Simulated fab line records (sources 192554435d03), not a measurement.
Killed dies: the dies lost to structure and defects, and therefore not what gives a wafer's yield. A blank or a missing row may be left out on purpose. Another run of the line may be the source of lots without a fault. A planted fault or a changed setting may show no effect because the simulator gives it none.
fab line records	flow n5-finfet	part 2 of 2: steps 22 to 31 of 31
record: lots: 5	wafers: 15	last-day: 15
route steps=1938 shown BEOL_M8@1377 BEOL_M9@1401
lots that met no fault: taken from a fault-free run of the same line
start-h: start of the lot's first displayed wafer, in hours after the record's first day	wait-h: hours from the lot's prior step to this one	" as in the row above	L1.1+2: a single row standing in for several wafers	- no value, or no start was given	* or withheld: withheld	< > ~ a bound
route shown NAME@n: NAME is a module with steps in the file, n the number in the route of the first one	usual: mean/standard deviation of fault-free wafers	same: alike in all rows	chamber/n: place in a boat	sites: per-site readings	_std_site: the standard deviation of these	_edge_site: outer sites' mean less inner sites'	radius-mm: for every site, how far away it sits from the centre of the wafer	mask NAME#n: copy n	behind: the most recent tool/chamber to have shaped the wafer	hold: the reason the lot was held/the length of the hold in hours/how it ended	device: the transistor (n, p or np) that didn't switch	end of line: tests of these same wafers at the route's end	a step with no rows: only its recipe	killed: at the first sort, the dies lost to defects and structure; wafer yield is something else	map: a wafer's dies, marking killed ones x, the rest . and places with no die _
set.NAME: setting as actually run; set.NAME@STEP: the setting as run at that earlier step	model.NAME: the simulator's own value behind a step, which no gauge read
lots at some steps of the route; a table a step, a row a wafer
services: the hour from which a tool's chamber was out of use, counted from the record's first day as start-h (under 0 if before that day), plus the number of hours and why
== steps ==
step: N5_BEOL_M8_DEP_56
recipe: material: SiCN	target-thk-a: 100	temp-c: withheld	precursor: 3MS/NH3	pressure-torr: 3	rf-w: 202	time-s: 17.5
usual: chamber-pressure-Torr: 3.001/0.0066	showerhead-plenum-p-Torr: 3.668/0.014	throttle-valve-pct: 9.0/0.53
lot.wafer	tool	chamber	start-h	wait-h	chamber-pressure-Torr	showerhead-plenum-p-Torr	throttle-valve-pct
L075.2	pecvd-04	0	207.13	0.0	3.002	3.652	9.0
L075.4	"	0	"	"	3.005	3.641	9.0
L075.5	"	1	"	"	2.998	3.662	9.7
L077.1	pecvd-04	2	227.86	0.0	3.000	3.697	8.0
L077.4	"	1	"	"	3.007	3.656	9.9
L077.6	"	0	"	"	3.003	3.654	9.2
L079.1	pecvd-03	0	232.95	0.0	2.998	3.660	9.5
L079.3	"	1	"	"	3.006	3.695	9.7
L079.5	"	1	"	"	3.005	3.699	9.2
L081.1	pecvd-01	0	238.42	0.0	3.003	3.663	8.6
L081.2	"	1	"	"	3.001	3.681	8.9
L081.4	"	0	"	"	3.006	3.648	8.6
L089.1	pecvd-01	1	297.96	0.0	3.003	3.673	9.1
L089.3	"	2	"	"	2.996	3.675	8.1
L089.4	"	0	"	"	2.998	3.656	9.1
step: N5_BEOL_M8_RS_MEAS_57
recipe: thk-meas-gauge: four-point-probe	reads: Cu_of_BEOL_M8_ECD_50+Co_of_BEOL_M8_CVD_78+TaN_of_BEOL_M8_ALD_77
usual: M8_RS: 0.285/0.0077
lot.wafer	tool	chamber	start-h	wait-h	M8_RS[ohm/sq]
L075.2	film-metro-01	-	207.20	0.1	0.271
L075.4	"	-	"	"	0.291
L075.5	"	-	"	"	0.293
L077.1	film-metro-01	-	227.93	0.1	0.289
L077.4	"	-	"	"	0.296
L077.6	"	-	"	"	0.295
L079.1	film-metro-02	-	233.02	0.1	0.295
L079.3	"	-	"	"	0.296
L079.5	"	-	"	"	0.282
L081.1	film-metro-02	-	238.51	0.1	0.287
L081.2	"	-	"	"	0.278
L081.4	"	-	"	"	0.271
L089.1	film-metro-01	-	298.02	0.1	0.282
L089.3	"	-	"	"	0.287
L089.4	"	-	"	"	0.290
step: N5_BEOL_M8_INSPECT_58
recipe: inspect-instrument: darkfield	mode: post-dep
usual: raw-defect-count: 70/26
lot.wafer	tool	chamber	start-h	wait-h	raw-defect-count
L075.2	defect-inspect-01	-	207.22	0.0	40
L075.4	"	-	"	"	32
L075.5	"	-	"	"	69
L077.1	defect-inspect-01	-	227.96	0.0	24
L077.4	"	-	"	"	71
L077.6	"	-	"	"	57
L079.1	defect-inspect-01	-	233.05	0.0	103
L079.3	"	-	"	"	69
L079.5	"	-	"	"	84
L081.1	defect-inspect-02	-	238.53	0.0	74
L081.2	"	-	"	"	63
L081.4	"	-	"	"	43
L089.1	defect-inspect-01	-	298.05	0.0	84
L089.3	"	-	"	"	90
L089.4	"	-	"	"	106
step: N5_BEOL_M9_ILD_DEP_00
recipe: material: SiCOH_lowk	target-thk-a: 3085.1	temp-c: 300	precursor: DEMS/porogen	pressure-torr: 5	rf-w: 500	time-s: 58
usual: chamber-pressure-Torr: 4.997/0.011	heater-power-w: 305/38	showerhead-plenum-p-Torr: 5.744/0.015	throttle-valve-pct: 13.9/0.86
lot.wafer	tool	chamber	start-h	wait-h	chamber-pressure-Torr	heater-power-w	showerhead-plenum-p-Torr	throttle-valve-pct
L075.2	pecvd-02	2	207.26	0.0	4.995	279	5.745	13.8
L075.4	"	0	"	"	5.003	339	5.738	15.0
L075.5	"	2	"	"	5.003	299	5.745	13.6
L077.1	pecvd-03	0	227.99	0.0	4.992	282	5.737	14.4
L077.4	"	0	"	"	5.006	282	5.729	14.2
L077.6	"	2	"	"	4.997	242	5.744	12.8
L079.1	pecvd-03	1	233.09	0.0	5.028	294	5.774	14.5
L079.3	"	2	"	"	4.986	264	5.725	12.9
L079.5	"	1	"	"	5.010	300	5.759	14.3
L081.1	pecvd-04	0	238.57	0.0	5.012	310	5.740	14.0
L081.2	"	2	"	"	4.982	292	5.769	12.5
L081.4	"	0	"	"	4.994	317	5.730	13.8
L089.1	pecvd-02	0	298.09	0.0	4.988	321	5.747	15.1
L089.3	"	1	"	"	5.015	323	5.742	14.1
L089.4	"	1	"	"	5.005	328	5.742	14.2
step: N5_BEOL_M9_CURE_71
recipe: temp-c: 385	time-s: 240	ambient: He/Ar	material: SiCOH_lowk
usual: lamp-power-pct: 52.32/0.055	wafer_temp_C_max: 387.3/0.75
lot.wafer	tool	chamber	start-h	wait-h	lamp-power-pct	wafer_temp_C_max
L075.2	uv-cure-03	1	207.45	0.2	52.44	388.1
L075.4	"	1	"	"	52.27	388.1
L075.5	"	1	"	"	52.27	388.0
L077.1	uv-cure-03	1	228.07	0.0	52.25	388.3
L077.4	"	1	"	"	52.31	387.2
L077.6	"	1	"	"	52.36	387.1
L079.1	uv-cure-01	1	233.16	0.0	52.34	387.9
L079.3	"	1	"	"	52.24	388.2
L079.5	"	1	"	"	52.29	388.0
L081.1	uv-cure-01	2	238.65	0.0	52.19	387.8
L081.2	"	2	"	"	52.35	387.0
L081.4	"	2	"	"	52.40	387.2
L089.1	uv-cure-01	0	298.17	0.0	52.29	386.3
L089.3	"	0	"	"	52.32	386.4
L089.4	"	0	"	"	52.31	386.1
step: N5_BEOL_M9_THK_MEAS_01
recipe: reads: SiCOH_lowk_of_BEOL_M9_ILD_DEP_00
usual: M9_ILD_THK: 268/3.6
lot.wafer	tool	chamber	start-h	wait-h	M9_ILD_THK[nm]
L075.2	film-metro-01	-	207.88	0.4	267
L075.4	"	-	"	"	269
L075.5	"	-	"	"	267
L077.1	film-metro-02	-	228.58	0.4	263
L077.4	"	-	"	"	268
L077.6	"	-	"	"	264
L079.1	film-metro-01	-	233.68	0.4	266
L079.3	"	-	"	"	262
L079.5	"	-	"	"	275
L081.1	film-metro-01	-	239.16	0.4	268
L081.2	"	-	"	"	270
L081.4	"	-	"	"	274
L089.1	film-metro-02	-	298.68	0.4	265
L089.3	"	-	"	"	267
L089.4	"	-	"	"	268
step: N5_BEOL_M9_PECVD_70
recipe: material: SiO2	target-thk-a: 200	temp-c: 400	precursor: TEOS/O2	pressure-torr: 5.5	rf-w: 450	teos-flow-sccm: 53.8	gas: O2	flow-sccm: 3000	time-s: 22.7
usual: chamber-pressure-Torr: 5.501/0.012	heater-power-w: 710/72	showerhead-plenum-p-Torr: 8.80/0.061	throttle-valve-pct: 22.4/1.4
lot.wafer	tool	chamber	start-h	wait-h	chamber-pressure-Torr	heater-power-w	showerhead-plenum-p-Torr	throttle-valve-pct
L075.2	pecvd-02	0	207.92	0.0	5.519	833	8.78	24.1
L075.4	"	0	"	"	5.489	847	8.79	23.9
L075.5	"	2	"	"	5.508	692	8.83	21.6
L077.1	pecvd-03	1	228.62	0.0	5.512	725	8.89	23.1
L077.4	"	2	"	"	5.488	630	8.77	20.7
L077.6	"	0	"	"	5.496	684	8.75	22.6
L079.1	pecvd-02	2	233.71	0.0	5.493	722	8.81	21.5
L079.3	"	0	"	"	5.504	848	8.78	23.8
L079.5	"	2	"	"	5.500	713	8.80	21.7
L081.1	pecvd-04	0	239.20	0.0	5.506	682	8.73	22.2
L081.2	"	2	"	"	5.507	753	8.88	20.0
L081.4	"	0	"	"	5.488	678	8.75	22.2
L089.1	pecvd-03	1	298.72	0.0	5.509	824	8.87	23.3
L089.3	"	0	"	"	5.508	680	8.77	22.9
L089.4	"	0	"	"	5.513	666	8.76	22.6
step: N5_BEOL_M9_HM_DEP_02
recipe: material: TiN	target-thk-a: 200	temp-c: 25	chamber-pressure-pa: 0.49996
usual: chamber-pressure-pa: 0.5001/0.0011	substrate-temp-c: 25.00/0.11	throttle-valve-pct: 30.3/1
lot.wafer	tool	chamber	start-h	wait-h	chamber-pressure-pa	substrate-temp-c	throttle-valve-pct
L075.2	pvd-sputter-02	-	209.20	1.3	0.5019	25.01	29.1
L075.4	"	-	"	"	0.5004	24.95	31.6
L075.5	"	-	"	"	0.4992	25.12	29.9
L077.1	pvd-sputter-01	-	229.18	0.5	0.5007	25.09	29.4
L077.4	"	-	"	"	0.4998	25.16	31.7
L077.6	"	-	"	"	0.4996	25.09	31.1
L079.1	pvd-sputter-01	-	235.16	1.4	0.5014	25.01	31.0
L079.3	"	-	"	"	0.5027	25.01	29.9
L079.5	"	-	"	"	0.5004	25.02	31.0
L081.1	pvd-sputter-01	-	239.26	0.0	0.4986	24.84	31.5
L081.2	"	-	"	"	0.4999	25.14	29.3
L081.4	"	-	"	"	0.4981	24.99	31.1
L089.1	pvd-sputter-02	-	301.01	2.3	0.4978	24.93	28.9
L089.3	"	-	"	"	0.4995	24.99	30.5
L089.4	"	-	"	"	0.4996	24.97	31.4
step: N5_BEOL_M9_COAT_59
recipe: resist: SOC	temp-c: 250	time-s: 60	spin-rpm: 1500	resist-thk-nm: 100
lot.wafer	tool	chamber	start-h	wait-h
L075.2+4+5	litho-track-02	0	209.33	0.1
L077.1+4+6	litho-track-04	0	229.31	0.1
L079.1+3+5	litho-track-02	0	235.29	0.1
L081.1+2+4	litho-track-01	0	239.38	0.1
L089.1+3+4	litho-track-02	0	301.15	0.1
step: N5_BEOL_M9_COAT_60
recipe: resist: SiARC	temp-c: 220	time-s: 60	spin-rpm: 1500	resist-thk-nm: 30
lot.wafer	tool	chamber	start-h	wait-h
L075.2+4+5	litho-track-02	0	-	-
L077.1+4+6	litho-track-04	0	-	-
L079.1+3+5	litho-track-02	0	-	-
L081.1+2+4	litho-track-01	0	-	-
L089.1+3+4	litho-track-02	0	-	-
== services ==
tool	chamber	start-h	hours	kind
wet-bench-01	-	188.15	1.5	repair
cmp-01	-	189.59	0.3	repair
cmp-01	-	193.67	4.0	pm
cmp-03	-	203.49	4.3	repair
cmp-02	-	208.01	1.8	repair
uv-cure-03	-	209.53	7.5	pm
ald-metal-04	1	211.16	6.9	repair
uv-cure-02	-	211.26	0.3	repair
cvd-co-01	-	212.47	5.0	repair
ald-metal-03	3	219.06	25.0	repair
pecvd-01	-	219.34	6.0	pm
rie-diel-03	0	223.19	7.0	repair
uv-cure-03	-	233.15	0.6	repair
pecvd-01	2	234.42	2.5	repair
uv-cure-01	-	236.00	1.0	pm
uv-cure-01	-	249.12	2.1	pm
rie-diel-06	3	249.82	7.8	repair
uv-cure-03	-	267.64	2.1	pm
rie-diel-06	1	268.25	3.5	repair
pecvd-03	2	270.65	2.1	repair
ald-metal-03	3	274.16	3.4	repair
rie-diel-05	1	280.42	2.5	repair
pvd-sputter-01	-	290.79	0.8	repair
pvd-sputter-01	-	294.87	7.9	repair
